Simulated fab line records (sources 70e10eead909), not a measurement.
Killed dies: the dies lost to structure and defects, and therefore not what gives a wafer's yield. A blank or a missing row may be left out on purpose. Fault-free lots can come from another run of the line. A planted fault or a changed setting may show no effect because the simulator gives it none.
Which of the tools did it? :: flow nandHarc :: Sampling: 10 lots, 30 wafers, 6 of 1159 route steps

## WHAT THE GAUGES READ, wafer by wafer
NHARC_A_CHANNEL_HOLE_D1_INSPECT_40. Usual: rawDefectCount reads 57 (standard deviation 16).
lot: L350
measured: day 8 19:19
on: defectInspect-02
rawDefectCount: 75 50 46
flag: 

lot: L352
measured: day 9 04:14
on: defectInspect-02
rawDefectCount: 54 48 43
flag: 

lot: L353
measured: day 9 07:29
on: defectInspect-01
rawDefectCount: 66 83 74
flag: 

lot: L357
measured: day 10 10:58
on: defectInspect-01
rawDefectCount: 35 44 48
flag: 

lot: L360
measured: day 11 03:47
on: defectInspect-01
rawDefectCount: 89 51 61
flag: 

lot: L359
measured: day 11 04:33
on: defectInspect-02
rawDefectCount: 55 69 69
flag: 

lot: L361
measured: day 11 19:31
on: defectInspect-01
rawDefectCount: 43 49 58
flag: 

lot: L364
measured: day 12 15:14
on: defectInspect-01
rawDefectCount: 46 66 45
flag: 

lot: L370
measured: day 13 14:08
on: defectInspect-01
rawDefectCount: 86 83 92
flag: 

lot: L372
measured: day 14 11:46
on: defectInspect-01
rawDefectCount: 44 56 48
flag: 

NHARC_A_CHANNEL_FILL_D1_THK_MEAS_06: measures by ellipsometry. Usual: thkNm reads 5.0 nm (standard deviation 0.96).
lot: L350
measured: day 10 12:53
on: filmMetro-01
thkNm (nm): 4.5 4.6 5.1
flag: 

lot: L352
measured: day 10 17:06
on: filmMetro-01
thkNm (nm): 4.6 5.1 6.0
flag: 

lot: L353
measured: day 10 23:05
on: filmMetro-02
thkNm (nm): 4.6 5.6 6.2
flag: 

lot: L357
measured: day 12 04:53
on: filmMetro-02
thkNm (nm): 4.7 3.0 6.0
flag: 

lot: L360
measured: day 12 17:12
on: filmMetro-01
thkNm (nm): 4.6 3.2 6.0
flag: 

lot: L359
measured: day 12 17:11
on: filmMetro-02
thkNm (nm): 4.9 6.1 5.6
flag: 

lot: L361
measured: day 13 05:55
on: filmMetro-01
thkNm (nm): 6.9 8.6 7.0
flag: 

lot: L364
measured: day 14 03:56
on: filmMetro-02
thkNm (nm): 4.0 4.3 7.2
flag: 

lot: L370
measured: day 15 02:04
on: filmMetro-02
thkNm (nm): 3.8 4.7 5.5
flag: 

lot: L372
measured: day 16 02:28
on: filmMetro-02
thkNm (nm): 6.2 5.2 5.2
flag: 

NHARC_END_WLT_00. Usual: VT_DECK1_BOTTOM 0.873, standard deviation 0.0079; VT_DECK1_BOTTOM_INNER 0.873, standard deviation 0.0077; VT_DECK1_MEDIAN_NEAR_BOTTOM 0.875, standard deviation 0.0078; VT_DECK1_MEDIAN_NEAR_BOTTOM_INNER 0.874, standard deviation 0.0079; VT_DECK1_MIDDLE 0.887, standard deviation 0.0075; VT_DECK1_MIDDLE_INNER 0.888, standard deviation 0.0075; VT_DECK1_TOP 0.899, standard deviation 0.0076; VT_DECK1_TOP_INNER 0.899, standard deviation 0.0077.
lot: L350
measured: day 20 14:02
on: prober-01
VT_DECK1_BOTTOM: 0.885 0.876 0.861
VT_DECK1_BOTTOM_INNER: 0.875 0.876 0.858
VT_DECK1_MEDIAN_NEAR_BOTTOM: 0.877 0.876 0.864
VT_DECK1_MEDIAN_NEAR_BOTTOM_INNER: 0.869 0.874 0.857
VT_DECK1_MIDDLE: 0.883 0.883 0.880
VT_DECK1_MIDDLE_INNER: 0.883 0.877 0.888
VT_DECK1_TOP: 0.901 0.889 0.897
VT_DECK1_TOP_INNER: 0.895 0.900 0.890
flag: 

lot: L352
measured: day 19 16:05
on: prober-01
VT_DECK1_BOTTOM: 0.866 0.856 0.861
VT_DECK1_BOTTOM_INNER: 0.859 0.859 0.859
VT_DECK1_MEDIAN_NEAR_BOTTOM: 0.854 0.852 0.865
VT_DECK1_MEDIAN_NEAR_BOTTOM_INNER: 0.864 0.855 0.864
VT_DECK1_MIDDLE: 0.876 0.868 0.872
VT_DECK1_MIDDLE_INNER: 0.879 0.871 0.874
VT_DECK1_TOP: 0.892 0.885 0.893
VT_DECK1_TOP_INNER: 0.892 0.884 0.879
flag: 

lot: L353
measured: day 20 14:26
on: prober-02
VT_DECK1_BOTTOM: 0.868 0.869 0.868
VT_DECK1_BOTTOM_INNER: 0.867 0.876 0.869
VT_DECK1_MEDIAN_NEAR_BOTTOM: 0.874 0.867 0.870
VT_DECK1_MEDIAN_NEAR_BOTTOM_INNER: 0.871 0.871 0.884
VT_DECK1_MIDDLE: 0.881 0.881 0.882
VT_DECK1_MIDDLE_INNER: 0.889 0.880 0.885
VT_DECK1_TOP: 0.892 0.905 0.888
VT_DECK1_TOP_INNER: 0.891 0.897 0.901
flag: 

lot: L357
measured: day 21 03:38
on: prober-02
VT_DECK1_BOTTOM: 0.878 0.884 0.881
VT_DECK1_BOTTOM_INNER: 0.885 0.895 0.881
VT_DECK1_MEDIAN_NEAR_BOTTOM: 0.888 0.884 0.889
VT_DECK1_MEDIAN_NEAR_BOTTOM_INNER: 0.889 0.883 0.886
VT_DECK1_MIDDLE: 0.901 0.892 0.898
VT_DECK1_MIDDLE_INNER: 0.896 0.896 0.894
VT_DECK1_TOP: 0.908 0.913 0.912
VT_DECK1_TOP_INNER: 0.908 0.909 0.905
flag: 

lot: L360
measured: day 21 12:04
on: prober-02
VT_DECK1_BOTTOM: 0.893 0.871 0.889
VT_DECK1_BOTTOM_INNER: 0.886 0.876 0.884
VT_DECK1_MEDIAN_NEAR_BOTTOM: 0.896 0.878 0.876
VT_DECK1_MEDIAN_NEAR_BOTTOM_INNER: 0.883 0.883 0.880
VT_DECK1_MIDDLE: 0.899 0.894 0.897
VT_DECK1_MIDDLE_INNER: 0.887 0.892 0.893
VT_DECK1_TOP: 0.907 0.908 0.901
VT_DECK1_TOP_INNER: 0.911 0.910 0.902
flag: 

lot: L359
measured: day 21 19:23
on: prober-02
VT_DECK1_BOTTOM: 0.874 0.883 0.886
VT_DECK1_BOTTOM_INNER: 0.875 0.878 0.883
VT_DECK1_MEDIAN_NEAR_BOTTOM: 0.880 0.882 0.881
VT_DECK1_MEDIAN_NEAR_BOTTOM_INNER: 0.869 0.883 0.881
VT_DECK1_MIDDLE: 0.891 0.900 0.893
VT_DECK1_MIDDLE_INNER: 0.891 0.894 0.902
VT_DECK1_TOP: 0.907 0.906 0.908
VT_DECK1_TOP_INNER: 0.909 0.907 0.913
flag: 

lot: L361
measured: day 22 04:16
on: prober-02
VT_DECK1_BOTTOM: 0.940 0.955 0.941
VT_DECK1_BOTTOM_INNER: 0.949 0.954 0.947
VT_DECK1_MEDIAN_NEAR_BOTTOM: 0.957 0.962 0.943
VT_DECK1_MEDIAN_NEAR_BOTTOM_INNER: 0.951 0.956 0.955
VT_DECK1_MIDDLE: 0.970 0.966 0.971
VT_DECK1_MIDDLE_INNER: 0.958 0.972 0.970
VT_DECK1_TOP: 0.984 0.972 0.982
VT_DECK1_TOP_INNER: 0.985 0.987 0.979
flag: OFF

lot: L364
measured: day 22 20:26
on: prober-01
VT_DECK1_BOTTOM: 0.874 0.864 0.857
VT_DECK1_BOTTOM_INNER: 0.869 0.870 0.863
VT_DECK1_MEDIAN_NEAR_BOTTOM: 0.870 0.871 0.869
VT_DECK1_MEDIAN_NEAR_BOTTOM_INNER: 0.868 0.870 0.871
VT_DECK1_MIDDLE: 0.877 0.890 0.886
VT_DECK1_MIDDLE_INNER: 0.890 0.884 0.885
VT_DECK1_TOP: 0.901 0.891 0.890
VT_DECK1_TOP_INNER: 0.901 0.903 0.899
flag: 

lot: L370
measured: day 24 15:36
on: prober-01
VT_DECK1_BOTTOM: 0.869 0.876 0.868
VT_DECK1_BOTTOM_INNER: 0.871 0.869 0.875
VT_DECK1_MEDIAN_NEAR_BOTTOM: 0.874 0.871 0.866
VT_DECK1_MEDIAN_NEAR_BOTTOM_INNER: 0.877 0.874 0.869
VT_DECK1_MIDDLE: 0.886 0.889 0.876
VT_DECK1_MIDDLE_INNER: 0.877 0.874 0.883
VT_DECK1_TOP: 0.902 0.891 0.894
VT_DECK1_TOP_INNER: 0.898 0.895 0.898
flag: 

lot: L372
measured: day 24 15:38
on: prober-02
VT_DECK1_BOTTOM: 0.856 0.859 0.872
VT_DECK1_BOTTOM_INNER: 0.869 0.860 0.861
VT_DECK1_MEDIAN_NEAR_BOTTOM: 0.870 0.859 0.858
VT_DECK1_MEDIAN_NEAR_BOTTOM_INNER: 0.862 0.864 0.866
VT_DECK1_MIDDLE: 0.873 0.881 0.871
VT_DECK1_MIDDLE_INNER: 0.875 0.878 0.879
VT_DECK1_TOP: 0.889 0.892 0.887
VT_DECK1_TOP_INNER: 0.882 0.886 0.889
flag: 

## WHICH TOOL RAN EACH LOT (tool, then ch and the chambers of the sampled wafers, then the start)
lot: L350
NHARC_A_CHANNEL_HOLE_D1_ETCH_44: rieDiel-10 ch 0,1,2, day 8 18:20
NHARC_A_CHANNEL_FILL_D1_STRIP_28: rieDiel-04 ch 0,1,2, day 10 01:20
NHARC_A_CHANNEL_FILL_D1_CVD_05: lpcvdPoly-04 ch 0, day 10 03:43

lot: L352
NHARC_A_CHANNEL_HOLE_D1_ETCH_44: rieDiel-08 ch 2,3, day 9 03:16
NHARC_A_CHANNEL_FILL_D1_STRIP_28: rieDiel-13 ch 0,1,2, day 10 05:12
NHARC_A_CHANNEL_FILL_D1_CVD_05: lpcvdPoly-02 ch 0, day 10 07:45

lot: L353
NHARC_A_CHANNEL_HOLE_D1_ETCH_44: rieDiel-10 ch 2,3, day 9 06:29
NHARC_A_CHANNEL_FILL_D1_STRIP_28: rieDiel-13 ch 0,2, day 10 11:37
NHARC_A_CHANNEL_FILL_D1_CVD_05: lpcvdPoly-04 ch 0, day 10 13:59

lot: L357
NHARC_A_CHANNEL_HOLE_D1_ETCH_44: rieDiel-10 ch 2,3, day 10 09:58
NHARC_A_CHANNEL_FILL_D1_STRIP_28: rieDiel-13 ch 0,1,3, day 11 16:12
NHARC_A_CHANNEL_FILL_D1_CVD_05: lpcvdPoly-02 ch 0, day 11 18:46

lot: L360
NHARC_A_CHANNEL_HOLE_D1_ETCH_44: rieDiel-10 ch 2,3, day 11 02:47
NHARC_A_CHANNEL_FILL_D1_STRIP_28: rieDiel-13 ch 1,3, day 12 05:47
NHARC_A_CHANNEL_FILL_D1_CVD_05: lpcvdPoly-04 ch 0, day 12 08:09

lot: L359
NHARC_A_CHANNEL_HOLE_D1_ETCH_44: rieDiel-01 ch 2,3, day 11 03:35
NHARC_A_CHANNEL_FILL_D1_STRIP_28: rieDiel-04 ch 0,2, day 12 05:47
NHARC_A_CHANNEL_FILL_D1_CVD_05: lpcvdPoly-04 ch 0, day 12 08:09

lot: L361
NHARC_A_CHANNEL_HOLE_D1_ETCH_44: rieDiel-01 ch 0,1, day 11 18:32
NHARC_A_CHANNEL_FILL_D1_STRIP_28: rieDiel-04 ch 0,1,3, day 12 18:26
NHARC_A_CHANNEL_FILL_D1_CVD_05: lpcvdPoly-04 ch 0, day 12 20:49

lot: L364
NHARC_A_CHANNEL_HOLE_D1_ETCH_44: rieDiel-08 ch 1,2,3, day 12 14:14
NHARC_A_CHANNEL_FILL_D1_STRIP_28: rieDiel-13 ch 1,3, day 13 16:20
NHARC_A_CHANNEL_FILL_D1_CVD_05: lpcvdPoly-02 ch 0, day 13 18:52

lot: L370
NHARC_A_CHANNEL_HOLE_D1_ETCH_44: rieDiel-08 ch 1,2,3, day 13 13:10
NHARC_A_CHANNEL_FILL_D1_STRIP_28: rieDiel-13 ch 0,1, day 14 14:07
NHARC_A_CHANNEL_FILL_D1_CVD_05: lpcvdPoly-01 ch 0, day 14 16:40

lot: L372
NHARC_A_CHANNEL_HOLE_D1_ETCH_44: rieDiel-10 ch 0,2,3, day 14 10:40
NHARC_A_CHANNEL_FILL_D1_STRIP_28: rieDiel-04 ch 1,2, day 15 14:47
NHARC_A_CHANNEL_FILL_D1_CVD_05: lpcvdPoly-01 ch 0, day 15 17:20
- NHARC_A_CHANNEL_HOLE_D1_ETCH_44: etches the open film in CF4/O2, target depth 140 nm, overetch 14 nm, time 77 s.
- NHARC_A_CHANNEL_FILL_D1_STRIP_28: strips in O2, time 20 s.
- NHARC_A_CHANNEL_FILL_D1_CVD_05: deposits poly-Si, target thk 5 nm.

## WHAT THE TOOLS THEMSELVES READ (means of the sampled wafers that have a number; where no wafer has one, the mark that the record gives instead)
NHARC_A_CHANNEL_HOLE_D1_ETCH_44. Usual: drypumpMotorCurrentA 5.8 A, standard deviation 0.47; o2FlowSccm 20.00 sccm, standard deviation 0.059; oesProductAu 1.003 a.u., standard deviation 0.012; rfVppV 197.8 V, standard deviation 1.3; showerheadPlenumPTorr 1.33 Torr, standard deviation 0.046; throttleValvePct 13.397 %, standard deviation 0.0088.
lot: L350
tool: rieDiel-10
drypumpMotorCurrentA (A): 5.4
o2FlowSccm (sccm): 19.99
oesProductAu (a.u.): 1.011
rfVppV (V): 199.4
showerheadPlenumPTorr (Torr): 1.36
throttleValvePct (%): 13.395
flag: 

lot: L352
tool: rieDiel-08
drypumpMotorCurrentA (A): 6.3
o2FlowSccm (sccm): 20.01
oesProductAu (a.u.): 1.000
rfVppV (V): 196.9
showerheadPlenumPTorr (Torr): 1.28
throttleValvePct (%): 13.389
flag: 

lot: L353
tool: rieDiel-10
drypumpMotorCurrentA (A): 6.2
o2FlowSccm (sccm): 20.06
oesProductAu (a.u.): 0.998
rfVppV (V): 198.4
showerheadPlenumPTorr (Torr): 1.34
throttleValvePct (%): 13.395
flag: 

lot: L357
tool: rieDiel-10
drypumpMotorCurrentA (A): 6.0
o2FlowSccm (sccm): 20.03
oesProductAu (a.u.): 0.999
rfVppV (V): 198.6
showerheadPlenumPTorr (Torr): 1.34
throttleValvePct (%): 13.397
flag: 

lot: L360
tool: rieDiel-10
drypumpMotorCurrentA (A): 6.0
o2FlowSccm (sccm): 20.04
oesProductAu (a.u.): 0.998
rfVppV (V): 197.4
showerheadPlenumPTorr (Torr): 1.34
throttleValvePct (%): 13.400
flag: 

lot: L359
tool: rieDiel-01
drypumpMotorCurrentA (A): 5.9
o2FlowSccm (sccm): 20.03
oesProductAu (a.u.): 1.004
rfVppV (V): 196.5
showerheadPlenumPTorr (Torr): 1.31
throttleValvePct (%): 13.398
flag: 

lot: L361
tool: rieDiel-01
drypumpMotorCurrentA (A): 5.4
o2FlowSccm (sccm): 20.01
oesProductAu (a.u.): 1.008
rfVppV (V): 196.8
showerheadPlenumPTorr (Torr): 1.31
throttleValvePct (%): 13.388
flag: 

lot: L364
tool: rieDiel-08
drypumpMotorCurrentA (A): 6.0
o2FlowSccm (sccm): 20.00
oesProductAu (a.u.): 1.004
rfVppV (V): 197.2
showerheadPlenumPTorr (Torr): 1.29
throttleValvePct (%): 13.398
flag: 

lot: L370
tool: rieDiel-08
drypumpMotorCurrentA (A): 6.0
o2FlowSccm (sccm): 19.95
oesProductAu (a.u.): 1.015
rfVppV (V): 197.0
showerheadPlenumPTorr (Torr): 1.29
throttleValvePct (%): 13.388
flag: 

lot: L372
tool: rieDiel-10
drypumpMotorCurrentA (A): 5.9
o2FlowSccm (sccm): 20.04
oesProductAu (a.u.): 1.001
rfVppV (V): 197.6
showerheadPlenumPTorr (Torr): 1.33
throttleValvePct (%): 13.400
flag: 

NHARC_A_CHANNEL_FILL_D1_STRIP_28. Usual: drypumpMotorCurrentA 5.6 A, standard deviation 0.36; o2FlowSccm 500.0 sccm, standard deviation 1.3; oesProductAu 0.996 a.u., standard deviation 0.013; rfVppV 57.8 V, standard deviation 1; showerheadPlenumPTorr 3.52 Torr, standard deviation 0.14; throttleValvePct 17.037 %, standard deviation 0.0087.
lot: L350
tool: rieDiel-04
drypumpMotorCurrentA (A): 5.8
o2FlowSccm (sccm): 499.9
oesProductAu (a.u.): 0.995
rfVppV (V): 57.6
showerheadPlenumPTorr (Torr): 3.40
throttleValvePct (%): 17.039
flag: 

lot: L352
tool: rieDiel-13
drypumpMotorCurrentA (A): 5.5
o2FlowSccm (sccm): 501.2
oesProductAu (a.u.): 0.982
rfVppV (V): 56.9
showerheadPlenumPTorr (Torr): 3.61
throttleValvePct (%): 17.034
flag: 

lot: L353
tool: rieDiel-13
drypumpMotorCurrentA (A): 5.7
o2FlowSccm (sccm): 500.9
oesProductAu (a.u.): 0.992
rfVppV (V): 58.0
showerheadPlenumPTorr (Torr): 3.68
throttleValvePct (%): 17.035
flag: 

lot: L357
tool: rieDiel-13
drypumpMotorCurrentA (A): 5.4
o2FlowSccm (sccm): 499.4
oesProductAu (a.u.): 0.985
rfVppV (V): 58.1
showerheadPlenumPTorr (Torr): 3.54
throttleValvePct (%): 17.035
flag: 

lot: L360
tool: rieDiel-13
drypumpMotorCurrentA (A): 5.2
o2FlowSccm (sccm): 501.2
oesProductAu (a.u.): 0.985
rfVppV (V): 56.5
showerheadPlenumPTorr (Torr): 3.48
throttleValvePct (%): 17.029
flag: 

lot: L359
tool: rieDiel-04
drypumpMotorCurrentA (A): 5.7
o2FlowSccm (sccm): 500.8
oesProductAu (a.u.): 1.000
rfVppV (V): 57.4
showerheadPlenumPTorr (Torr): 3.33
throttleValvePct (%): 17.045
flag: 

lot: L361
tool: rieDiel-04
drypumpMotorCurrentA (A): 6.0
o2FlowSccm (sccm): 500.9
oesProductAu (a.u.): 0.997
rfVppV (V): 58.4
showerheadPlenumPTorr (Torr): 3.45
throttleValvePct (%): 17.042
flag: 

lot: L364
tool: rieDiel-13
drypumpMotorCurrentA (A): 5.2
o2FlowSccm (sccm): 498.5
oesProductAu (a.u.): 0.995
rfVppV (V): 58.6
showerheadPlenumPTorr (Torr): 3.48
throttleValvePct (%): 17.045
flag: 

lot: L370
tool: rieDiel-13
drypumpMotorCurrentA (A): 5.6
o2FlowSccm (sccm): 500.7
oesProductAu (a.u.): 0.994
rfVppV (V): 58.3
showerheadPlenumPTorr (Torr): 3.57
throttleValvePct (%): 17.028
flag: 

lot: L372
tool: rieDiel-04
drypumpMotorCurrentA (A): 5.6
o2FlowSccm (sccm): 499.6
oesProductAu (a.u.): 0.994
rfVppV (V): 58.2
showerheadPlenumPTorr (Torr): 3.44
throttleValvePct (%): 17.035
flag: 

NHARC_A_CHANNEL_FILL_D1_CVD_05. Usual: spikeTcUpperC 547.9 C, standard deviation 1.4; tubeCenterTempC 549.99 C, standard deviation 0.055.
lot: L350
tool: lpcvdPoly-04
spikeTcUpperC (C): 547.4
tubeCenterTempC (C): 549.96
flag: 

lot: L352
tool: lpcvdPoly-02
spikeTcUpperC (C): 547.3
tubeCenterTempC (C): 549.98
flag: 

lot: L353
tool: lpcvdPoly-04
spikeTcUpperC (C): 546.9
tubeCenterTempC (C): 549.97
flag: 

lot: L357
tool: lpcvdPoly-02
spikeTcUpperC (C): 548.2
tubeCenterTempC (C): 549.96
flag: 

lot: L360
tool: lpcvdPoly-04
spikeTcUpperC (C): 547.4
tubeCenterTempC (C): 549.95
flag: 

lot: L359
tool: lpcvdPoly-04
spikeTcUpperC (C): 547.4
tubeCenterTempC (C): 549.99
flag: 

lot: L361
tool: lpcvdPoly-04
spikeTcUpperC (C): 546.6
tubeCenterTempC (C): 550.00
flag: 

lot: L364
tool: lpcvdPoly-02
spikeTcUpperC (C): 548.3
tubeCenterTempC (C): 549.98
flag: 

lot: L370
tool: lpcvdPoly-01
spikeTcUpperC (C): 549.9
tubeCenterTempC (C): 549.98
flag: 

lot: L372
tool: lpcvdPoly-01
spikeTcUpperC (C): 550.4
tubeCenterTempC (C): 549.97
flag: 

## THE ANSWER, worked out from the rows above alone
Rule: take the mean of a lot's wafers that have a number; if it is more than 3 standard deviations from the usual mean, the lot is off. Also off: a lot with no number at a reading for which 4 or more lots have one. All remaining lots with rows at the step are treated as sound. After the gauges, taken in route order, come the tools' own readings; for these a lot's mean is taken, as printed above. The first step at which some lot is off is used, and at that step the reading that is off furthest; a lot without a number counts as furthest.
Off: L361, seen at NHARC_END_WLT_00 (VT_DECK1_TOP_INNER).
A tool fits if, at a process step before that reading, it ran every lot that is off, and no sound lot after the first of them. The gauges at NHARC_END_WLT_00 are tried like those tools. This does not decide it: 2 tools fit, namely rieDiel-01 at NHARC_A_CHANNEL_HOLE_D1_ETCH_44 and lpcvdPoly-04 at NHARC_A_CHANNEL_FILL_D1_CVD_05.

## WHAT HAD BEEN PUT IN BY THE SIMULATOR
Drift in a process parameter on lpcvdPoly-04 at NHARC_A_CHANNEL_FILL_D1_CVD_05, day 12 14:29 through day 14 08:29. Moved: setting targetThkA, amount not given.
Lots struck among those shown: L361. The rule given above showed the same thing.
